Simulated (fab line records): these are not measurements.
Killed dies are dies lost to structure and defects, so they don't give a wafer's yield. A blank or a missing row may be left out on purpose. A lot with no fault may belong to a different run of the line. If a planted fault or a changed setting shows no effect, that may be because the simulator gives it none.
Which tool was responsible? / flow nandHarc / 24 lots, 72 wafers sampled, at 4 steps of a route of 1302

WHAT THE GAUGES READ, wafer by wafer
NHARC_A_BLC_CD_MEAS_10: target cd 100 nm.
lot=L074; measured=day 22 07:50; on=cdSem-03; cdNm (nm)=100.1 99.8 99.6
lot=L076; measured=day 22 16:13; on=cdSem-03; cdNm (nm)=100.4 101.1 99.9
lot=L075; measured=day 23 03:59; on=cdSem-02; cdNm (nm)=99.7 99.9 99.7
lot=L077; measured=day 23 15:15; on=cdSem-03; cdNm (nm)=99.9 100.2 99.9
lot=L078; measured=day 23 21:47; on=cdSem-03; cdNm (nm)=100.1 101.1 99.8
lot=L079; measured=day 24 02:31; on=cdSem-01; cdNm (nm)=99.6 99.0 99.6
lot=L081; measured=day 25 11:52; on=cdSem-03; cdNm (nm)=99.8 99.2 100.3
lot=L080; measured=day 25 20:33; on=cdSem-01; cdNm (nm)=100.0 99.7 100.4
lot=L082; measured=day 26 04:39; on=cdSem-02; cdNm (nm)=100.1 99.5 99.5
lot=L083; measured=day 26 09:09; on=cdSem-03; cdNm (nm)=100.0 100.0 99.6
lot=L085; measured=day 26 20:00; on=cdSem-01; cdNm (nm)=99.8 100.2 99.8
lot=L084; measured=day 27 03:39; on=cdSem-02; cdNm (nm)=100.3 100.8 100.3
lot=L086; measured=day 27 05:42; on=cdSem-02; cdNm (nm)=100.3 100.6 100.7
lot=L090; measured=day 28 14:04; on=cdSem-03; cdNm (nm)=100.7 100.1 99.9
lot=L088; measured=day 28 15:17; on=cdSem-03; cdNm (nm)=99.9 100.0 99.5
lot=L087; measured=day 28 20:50; on=cdSem-01; cdNm (nm)=99.9 99.8 100.3
lot=L089; measured=day 29 09:08; on=cdSem-03; cdNm (nm)=100.2 100.6 99.5
lot=L092; measured=day 29 14:32; on=cdSem-03; cdNm (nm)=100.3 99.7 100.2
lot=L091; measured=day 29 16:07; on=cdSem-02; cdNm (nm)=99.9 100.3 100.7
lot=L093; measured=day 30 05:31; on=cdSem-01; cdNm (nm)=99.6 99.9 99.9
lot=L095; measured=day 30 20:49; on=cdSem-02; cdNm (nm)=99.8 99.3 99.4
lot=L094; measured=day 30 22:22; on=cdSem-02; cdNm (nm)=100.5 100.4 100.0
lot=L096; measured=day 31 13:05; on=cdSem-03; cdNm (nm)=99.2 98.3 99.1
lot=L097; measured=day 31 13:58; on=cdSem-03; cdNm (nm)=100.1 100.5 99.8

WHICH TOOL RAN EACH LOT (tool, then ch and the chambers of the sampled wafers, then the start)
lot=L074; NHARC_A_CONTACT_ETCH_31=rieDiel-02 ch 2,3, day 22 04:14 or earlier; NHARC_A_CONTACT_ETCH_139=harCapEtch-03 ch 1, day 22 04:14; NHARC_A_CONTACT_STRIP_26=rieDiel-13 ch 0,2,3, day 22 07:50 or earlier
lot=L076; NHARC_A_CONTACT_ETCH_31=rieDiel-10 ch 0,2, day 22 12:32 or earlier; NHARC_A_CONTACT_ETCH_139=harCapEtch-02 ch 0, day 22 12:32; NHARC_A_CONTACT_STRIP_26=rieDiel-13 ch 0,3, day 22 16:13 or earlier
lot=L075; NHARC_A_CONTACT_ETCH_31=rieDiel-10 ch 0,1,3, day 22 23:35 or earlier; NHARC_A_CONTACT_ETCH_139=harCapEtch-02 ch 0,1, day 22 23:35; NHARC_A_CONTACT_STRIP_26=rieDiel-10 ch 1,2,3, day 23 03:59 or earlier
lot=L077; NHARC_A_CONTACT_ETCH_31=rieDiel-10 ch 0,1,2, day 23 10:57 or earlier; NHARC_A_CONTACT_ETCH_139=harCapEtch-03 ch 0,1, day 23 10:57; NHARC_A_CONTACT_STRIP_26=rieDiel-13 ch 0,1,2, day 23 15:15 or earlier
lot=L078; NHARC_A_CONTACT_ETCH_31=rieDiel-13 ch 0,2,3, day 23 18:10 or earlier; NHARC_A_CONTACT_ETCH_139=harCapEtch-02 ch 0,1, day 23 18:10; NHARC_A_CONTACT_STRIP_26=rieDiel-13 ch 0,3, day 23 21:47 or earlier
lot=L079; NHARC_A_CONTACT_ETCH_31=rieDiel-13 ch 2,3, day 23 22:56 or earlier; NHARC_A_CONTACT_ETCH_139=harCapEtch-03 ch 0,1, day 23 22:56; NHARC_A_CONTACT_STRIP_26=rieDiel-02 ch 2,3, day 24 02:31 or earlier
lot=L081; NHARC_A_CONTACT_ETCH_31=rieDiel-13 ch 1,2,3, day 25 08:07 or earlier; NHARC_A_CONTACT_ETCH_139=harCapEtch-03 ch 0,1, day 25 08:07; NHARC_A_CONTACT_STRIP_26=rieDiel-02 ch 1,2, day 25 11:52 or earlier
lot=L080; NHARC_A_CONTACT_ETCH_31=rieDiel-13 ch 0,2,3, day 25 16:52 or earlier; NHARC_A_CONTACT_ETCH_139=harCapEtch-02 ch 0,1, day 25 16:52; NHARC_A_CONTACT_STRIP_26=rieDiel-10 ch 1,2,3, day 25 20:33 or earlier
lot=L082; NHARC_A_CONTACT_ETCH_31=rieDiel-13 ch 0,2,3, day 26 00:51 or earlier; NHARC_A_CONTACT_ETCH_139=harCapEtch-01 ch 0,1, day 26 00:51; NHARC_A_CONTACT_STRIP_26=rieDiel-13 ch 1,2, day 26 04:39 or earlier
lot=L083; NHARC_A_CONTACT_ETCH_31=rieDiel-13 ch 1,2,3, day 26 04:46 or earlier; NHARC_A_CONTACT_ETCH_139=harCapEtch-03 ch 0,1, day 26 04:46; NHARC_A_CONTACT_STRIP_26=rieDiel-13 ch 0,3, day 26 09:09 or earlier
lot=L085; NHARC_A_CONTACT_ETCH_31=rieDiel-13 ch 1,2, day 26 16:24 or earlier; NHARC_A_CONTACT_ETCH_139=harCapEtch-01 ch 0,1, day 26 16:24; NHARC_A_CONTACT_STRIP_26=rieDiel-13 ch 2,3, day 26 20:00 or earlier
lot=L084; NHARC_A_CONTACT_ETCH_31=rieDiel-13 ch 1,2, day 27 00:01 or earlier; NHARC_A_CONTACT_ETCH_139=harCapEtch-03 ch 1, day 27 00:01; NHARC_A_CONTACT_STRIP_26=rieDiel-02 ch 1,2, day 27 03:39 or earlier
lot=L086; NHARC_A_CONTACT_ETCH_31=rieDiel-10 ch 1,2, day 27 01:55 or earlier; NHARC_A_CONTACT_ETCH_139=harCapEtch-01 ch 0,1, day 27 01:55; NHARC_A_CONTACT_STRIP_26=rieDiel-02 ch 1,2,3, day 27 05:42 or earlier
lot=L090; NHARC_A_CONTACT_ETCH_31=rieDiel-13 ch 0,1,2, day 28 09:44 or earlier; NHARC_A_CONTACT_ETCH_139=harCapEtch-02 ch 0,1, day 28 09:44; NHARC_A_CONTACT_STRIP_26=rieDiel-02 ch 0,1,2, day 28 14:04 or earlier
lot=L088; NHARC_A_CONTACT_ETCH_31=rieDiel-10 ch 0,1, day 28 11:20 or earlier; NHARC_A_CONTACT_ETCH_139=harCapEtch-01 ch 0,1, day 28 11:20; NHARC_A_CONTACT_STRIP_26=rieDiel-13 ch 2, day 28 12:33
lot=L087; NHARC_A_CONTACT_ETCH_31=rieDiel-10 ch 0,1,3, day 28 17:02 or earlier; NHARC_A_CONTACT_ETCH_139=harCapEtch-03 ch 0,1, day 28 17:02; NHARC_A_CONTACT_STRIP_26=rieDiel-13 ch 1,2,3, day 28 20:50 or earlier
lot=L089; NHARC_A_CONTACT_ETCH_31=rieDiel-13 ch 1,2, day 29 04:23 or earlier; NHARC_A_CONTACT_ETCH_139=harCapEtch-03 ch 0,1, day 29 04:23; NHARC_A_CONTACT_STRIP_26=rieDiel-02 ch 0,1,2, day 29 09:08 or earlier
lot=L092; NHARC_A_CONTACT_ETCH_31=rieDiel-13 ch 0,2, day 29 10:57 or earlier; NHARC_A_CONTACT_ETCH_139=harCapEtch-01 ch 0,1, day 29 10:57; NHARC_A_CONTACT_STRIP_26=rieDiel-13 ch 1,3, day 29 14:32 or earlier
lot=L091; NHARC_A_CONTACT_ETCH_31=rieDiel-13 ch 0,2,3, day 29 12:30 or earlier; NHARC_A_CONTACT_ETCH_139=harCapEtch-03 ch 0,1, day 29 12:30; NHARC_A_CONTACT_STRIP_26=rieDiel-13 ch 1,2, day 29 16:07 or earlier
lot=L093; NHARC_A_CONTACT_ETCH_31=rieDiel-13 ch 1,3, day 30 01:50 or earlier; NHARC_A_CONTACT_ETCH_139=harCapEtch-02 ch 0,1, day 30 01:50; NHARC_A_CONTACT_STRIP_26=rieDiel-02 ch 0,1,3, day 30 05:31 or earlier
lot=L095; NHARC_A_CONTACT_ETCH_31=rieDiel-13 ch 1,2,3, day 30 17:05 or earlier; NHARC_A_CONTACT_ETCH_139=harCapEtch-03 ch 0,1, day 30 17:05; NHARC_A_CONTACT_STRIP_26=rieDiel-13 ch 0,1,2, day 30 20:49 or earlier
lot=L094; NHARC_A_CONTACT_ETCH_31=rieDiel-02 ch 0,1,2, day 30 18:47 or earlier; NHARC_A_CONTACT_ETCH_139=harCapEtch-03 ch 0,1, day 30 18:47; NHARC_A_CONTACT_STRIP_26=rieDiel-13 ch 2,3, day 30 22:22 or earlier
lot=L096; NHARC_A_CONTACT_ETCH_31=rieDiel-02 ch 0,1,3, day 31 09:31 or earlier; NHARC_A_CONTACT_ETCH_139=harCapEtch-03 ch 0,1, day 31 09:31; NHARC_A_CONTACT_STRIP_26=rieDiel-02 ch 0,2,3, day 31 13:05 or earlier
lot=L097; NHARC_A_CONTACT_ETCH_31=rieDiel-13 ch 0,2, day 31 09:45 or earlier; NHARC_A_CONTACT_ETCH_139=harCapEtch-02 ch 0,1, day 31 09:45; NHARC_A_CONTACT_STRIP_26=rieDiel-13 ch 1,3, day 31 13:58 or earlier
- NHARC_A_CONTACT_ETCH_31: etches the open film in O2/COS, target depth 2800 nm, time 728 s.
- NHARC_A_CONTACT_ETCH_139: etches the open film in C4F8/O2/Ar, time 195 s, target depth 840 nm.
- NHARC_A_CONTACT_STRIP_26: strips in O2.

AS READ BY THE TOOLS THEMSELVES (means over the sampled wafers that have a number; for cases with no such wafer, the mark the record gives instead)
NHARC_A_CONTACT_ETCH_31.
lot=L074; tool=rieDiel-02; cosFlowSccm (sccm)=20.01; drypumpMotorCurrentA (A)=5.6; oesProductAu (a.u.)=0.999; rfVppV (V)=314.8; showerheadPlenumPTorr (Torr)=3.13; throttleValvePct (%)=28.324
lot=L076; tool=rieDiel-10; cosFlowSccm (sccm)=20.01; drypumpMotorCurrentA (A)=5.4; oesProductAu (a.u.)=0.998; rfVppV (V)=315.8; showerheadPlenumPTorr (Torr)=3.26; throttleValvePct (%)=28.335
lot=L075; tool=rieDiel-10; cosFlowSccm (sccm)=20.02; drypumpMotorCurrentA (A)=6.3; oesProductAu (a.u.)=0.996; rfVppV (V)=313.8; showerheadPlenumPTorr (Torr)=3.13; throttleValvePct (%)=28.334
lot=L077; tool=rieDiel-10; cosFlowSccm (sccm)=19.94; drypumpMotorCurrentA (A)=5.7; oesProductAu (a.u.)=1.003; rfVppV (V)=315.2; showerheadPlenumPTorr (Torr)=3.18; throttleValvePct (%)=28.332
lot=L078; tool=rieDiel-13; cosFlowSccm (sccm)=20.02; drypumpMotorCurrentA (A)=5.2; oesProductAu (a.u.)=1.003; rfVppV (V)=315.9; showerheadPlenumPTorr (Torr)=3.20; throttleValvePct (%)=28.326
lot=L079; tool=rieDiel-13; cosFlowSccm (sccm)=20.00; drypumpMotorCurrentA (A)=5.4; oesProductAu (a.u.)=0.997; rfVppV (V)=314.5; showerheadPlenumPTorr (Torr)=3.17; throttleValvePct (%)=28.327
lot=L081; tool=rieDiel-13; cosFlowSccm (sccm)=20.02; drypumpMotorCurrentA (A)=5.4; oesProductAu (a.u.)=1.001; rfVppV (V)=315.0; showerheadPlenumPTorr (Torr)=3.13; throttleValvePct (%)=28.329
lot=L080; tool=rieDiel-13; cosFlowSccm (sccm)=20.00; drypumpMotorCurrentA (A)=5.2; oesProductAu (a.u.)=1.000; rfVppV (V)=315.5; showerheadPlenumPTorr (Torr)=3.20; throttleValvePct (%)=28.335
lot=L082; tool=rieDiel-13; cosFlowSccm (sccm)=20.05; drypumpMotorCurrentA (A)=5.2; oesProductAu (a.u.)=1.004; rfVppV (V)=314.3; showerheadPlenumPTorr (Torr)=3.20; throttleValvePct (%)=28.332
lot=L083; tool=rieDiel-13; cosFlowSccm (sccm)=20.03; drypumpMotorCurrentA (A)=5.4; oesProductAu (a.u.)=0.996; rfVppV (V)=314.8; showerheadPlenumPTorr (Torr)=3.13; throttleValvePct (%)=28.334
lot=L085; tool=rieDiel-13; cosFlowSccm (sccm)=20.00; drypumpMotorCurrentA (A)=5.7; oesProductAu (a.u.)=0.994; rfVppV (V)=315.3; showerheadPlenumPTorr (Torr)=3.20; throttleValvePct (%)=28.319
lot=L084; tool=rieDiel-13; cosFlowSccm (sccm)=19.97; drypumpMotorCurrentA (A)=5.7; oesProductAu (a.u.)=1.002; rfVppV (V)=315.8; showerheadPlenumPTorr (Torr)=3.24; throttleValvePct (%)=28.322
lot=L086; tool=rieDiel-10; cosFlowSccm (sccm)=20.07; drypumpMotorCurrentA (A)=5.6; oesProductAu (a.u.)=0.999; rfVppV (V)=315.0; showerheadPlenumPTorr (Torr)=3.21; throttleValvePct (%)=28.332
lot=L090; tool=rieDiel-13; cosFlowSccm (sccm)=19.98; drypumpMotorCurrentA (A)=5.5; oesProductAu (a.u.)=0.996; rfVppV (V)=315.6; showerheadPlenumPTorr (Torr)=3.27; throttleValvePct (%)=28.334
lot=L088; tool=rieDiel-10; cosFlowSccm (sccm)=19.98; drypumpMotorCurrentA (A)=5.8; oesProductAu (a.u.)=1.003; rfVppV (V)=315.0; showerheadPlenumPTorr (Torr)=3.11; throttleValvePct (%)=28.337
lot=L087; tool=rieDiel-10; cosFlowSccm (sccm)=19.99; drypumpMotorCurrentA (A)=6.2; oesProductAu (a.u.)=1.001; rfVppV (V)=313.4; showerheadPlenumPTorr (Torr)=3.11; throttleValvePct (%)=28.326
lot=L089; tool=rieDiel-13; cosFlowSccm (sccm)=20.02; drypumpMotorCurrentA (A)=5.7; oesProductAu (a.u.)=0.986; rfVppV (V)=316.1; showerheadPlenumPTorr (Torr)=3.23; throttleValvePct (%)=28.318
lot=L092; tool=rieDiel-13; cosFlowSccm (sccm)=20.04; drypumpMotorCurrentA (A)=5.5; oesProductAu (a.u.)=0.996; rfVppV (V)=315.6; showerheadPlenumPTorr (Torr)=3.30; throttleValvePct (%)=28.331
lot=L091; tool=rieDiel-13; cosFlowSccm (sccm)=19.96; drypumpMotorCurrentA (A)=5.2; oesProductAu (a.u.)=0.999; rfVppV (V)=315.7; showerheadPlenumPTorr (Torr)=3.19; throttleValvePct (%)=28.331
lot=L093; tool=rieDiel-13; cosFlowSccm (sccm)=19.97; drypumpMotorCurrentA (A)=5.1; oesProductAu (a.u.)=0.993; rfVppV (V)=311.9; showerheadPlenumPTorr (Torr)=3.00; throttleValvePct (%)=28.322
lot=L095; tool=rieDiel-13; cosFlowSccm (sccm)=19.97; drypumpMotorCurrentA (A)=5.4; oesProductAu (a.u.)=0.983; rfVppV (V)=313.9; showerheadPlenumPTorr (Torr)=3.12; throttleValvePct (%)=28.337
lot=L094; tool=rieDiel-02; cosFlowSccm (sccm)=20.04; drypumpMotorCurrentA (A)=5.9; oesProductAu (a.u.)=0.999; rfVppV (V)=313.7; showerheadPlenumPTorr (Torr)=3.11; throttleValvePct (%)=28.323
lot=L096; tool=rieDiel-02; cosFlowSccm (sccm)=19.91; drypumpMotorCurrentA (A)=5.5; oesProductAu (a.u.)=1.003; rfVppV (V)=314.1; showerheadPlenumPTorr (Torr)=3.07; throttleValvePct (%)=28.330
lot=L097; tool=rieDiel-13; cosFlowSccm (sccm)=20.02; drypumpMotorCurrentA (A)=5.3; oesProductAu (a.u.)=1.019; rfVppV (V)=316.5; showerheadPlenumPTorr (Torr)=3.33; throttleValvePct (%)=28.332

NHARC_A_CONTACT_STRIP_26.
lot=L074; tool=rieDiel-13; drypumpMotorCurrentA (A)=5.2; oesProductAu (a.u.)=1.012; rfVppV (V)=57.6; showerheadPlenumPTorr (Torr)=3.44; throttleValvePct (%)=17.043
lot=L076; tool=rieDiel-13; drypumpMotorCurrentA (A)=5.0; oesProductAu (a.u.)=1.013; rfVppV (V)=57.2; showerheadPlenumPTorr (Torr)=3.29; throttleValvePct (%)=17.047
lot=L075; tool=rieDiel-10; drypumpMotorCurrentA (A)=6.1; oesProductAu (a.u.)=0.996; rfVppV (V)=57.5; showerheadPlenumPTorr (Torr)=3.60; throttleValvePct (%)=17.027
lot=L077; tool=rieDiel-13; drypumpMotorCurrentA (A)=5.5; oesProductAu (a.u.)=0.991; rfVppV (V)=57.9; showerheadPlenumPTorr (Torr)=3.70; throttleValvePct (%)=17.043
lot=L078; tool=rieDiel-13; drypumpMotorCurrentA (A)=5.0; oesProductAu (a.u.)=1.010; rfVppV (V)=58.1; showerheadPlenumPTorr (Torr)=3.65; throttleValvePct (%)=17.032
lot=L079; tool=rieDiel-02; drypumpMotorCurrentA (A)=5.6; oesProductAu (a.u.)=0.999; rfVppV (V)=57.3; showerheadPlenumPTorr (Torr)=3.52; throttleValvePct (%)=17.039
lot=L081; tool=rieDiel-02; drypumpMotorCurrentA (A)=5.6; oesProductAu (a.u.)=0.995; rfVppV (V)=58.5; showerheadPlenumPTorr (Torr)=3.67; throttleValvePct (%)=17.035
lot=L080; tool=rieDiel-10; drypumpMotorCurrentA (A)=6.1; oesProductAu (a.u.)=1.004; rfVppV (V)=57.0; showerheadPlenumPTorr (Torr)=3.58; throttleValvePct (%)=17.041
lot=L082; tool=rieDiel-13; drypumpMotorCurrentA (A)=5.7; oesProductAu (a.u.)=0.987; rfVppV (V)=58.9; showerheadPlenumPTorr (Torr)=3.66; throttleValvePct (%)=17.041
lot=L083; tool=rieDiel-13; drypumpMotorCurrentA (A)=4.9; oesProductAu (a.u.)=1.006; rfVppV (V)=58.4; showerheadPlenumPTorr (Torr)=3.48; throttleValvePct (%)=17.034
lot=L085; tool=rieDiel-13; drypumpMotorCurrentA (A)=5.4; oesProductAu (a.u.)=0.993; rfVppV (V)=57.6; showerheadPlenumPTorr (Torr)=3.57; throttleValvePct (%)=17.040
lot=L084; tool=rieDiel-02; drypumpMotorCurrentA (A)=5.7; oesProductAu (a.u.)=1.003; rfVppV (V)=57.8; showerheadPlenumPTorr (Torr)=3.66; throttleValvePct (%)=17.038
lot=L086; tool=rieDiel-02; drypumpMotorCurrentA (A)=5.6; oesProductAu (a.u.)=0.998; rfVppV (V)=58.1; showerheadPlenumPTorr (Torr)=3.59; throttleValvePct (%)=17.036
lot=L090; tool=rieDiel-02; drypumpMotorCurrentA (A)=5.9; oesProductAu (a.u.)=0.992; rfVppV (V)=57.0; showerheadPlenumPTorr (Torr)=3.52; throttleValvePct (%)=17.037
lot=L088; tool=rieDiel-13; drypumpMotorCurrentA (A)=5.7; oesProductAu (a.u.)=0.999; rfVppV (V)=58.7; showerheadPlenumPTorr (Torr)=3.70; throttleValvePct (%)=17.032
lot=L087; tool=rieDiel-13; drypumpMotorCurrentA (A)=5.4; oesProductAu (a.u.)=0.995; rfVppV (V)=57.4; showerheadPlenumPTorr (Torr)=3.53; throttleValvePct (%)=17.030
lot=L089; tool=rieDiel-02; drypumpMotorCurrentA (A)=5.9; oesProductAu (a.u.)=0.993; rfVppV (V)=57.1; showerheadPlenumPTorr (Torr)=3.52; throttleValvePct (%)=17.044
lot=L092; tool=rieDiel-13; drypumpMotorCurrentA (A)=5.1; oesProductAu (a.u.)=0.990; rfVppV (V)=57.2; showerheadPlenumPTorr (Torr)=3.40; throttleValvePct (%)=17.042
lot=L091; tool=rieDiel-13; drypumpMotorCurrentA (A)=5.7; oesProductAu (a.u.)=0.995; rfVppV (V)=57.7; showerheadPlenumPTorr (Torr)=3.66; throttleValvePct (%)=17.044
lot=L093; tool=rieDiel-02; drypumpMotorCurrentA (A)=5.5; oesProductAu (a.u.)=1.008; rfVppV (V)=57.3; showerheadPlenumPTorr (Torr)=3.48; throttleValvePct (%)=17.034
lot=L095; tool=rieDiel-13; drypumpMotorCurrentA (A)=5.5; oesProductAu (a.u.)=0.992; rfVppV (V)=58.6; showerheadPlenumPTorr (Torr)=3.68; throttleValvePct (%)=17.048
lot=L094; tool=rieDiel-13; drypumpMotorCurrentA (A)=5.4; oesProductAu (a.u.)=0.992; rfVppV (V)=57.4; showerheadPlenumPTorr (Torr)=3.56; throttleValvePct (%)=17.036
lot=L096; tool=rieDiel-02; drypumpMotorCurrentA (A)=5.9; oesProductAu (a.u.)=0.998; rfVppV (V)=57.1; showerheadPlenumPTorr (Torr)=3.44; throttleValvePct (%)=17.036
lot=L097; tool=rieDiel-13; drypumpMotorCurrentA (A)=5.4; oesProductAu (a.u.)=0.971; rfVppV (V)=58.5; showerheadPlenumPTorr (Torr)=3.48; throttleValvePct (%)=17.032

THE ANSWER, worked out from the rows above alone
Rule: the usual values come from the lots themselves. The widest of any qualifying gaps counts: lots, ordered by their means at a reading, are off when they make up no more than a third of the lots, leave a main group of 4 or more, and stand apart from it by 3 or more times the standard deviation of that group's means. Not used: any main group whose means are identical at the precision the tables above print for the reading. Also off: a lot with no number at a reading for which 4 or more lots have one. Any other lot the step has rows for is counted as sound. After the gauges, taken in route order, come the tools' own readings; for these a lot's mean is taken, as printed above. At the first step where some lot is off, the reading lying furthest off is the one used; lots without a number count as furthest.
Across all readings shown, no lot is off: no conclusion can be drawn from this.

WHAT THE SIMULATOR HAD INSERTED
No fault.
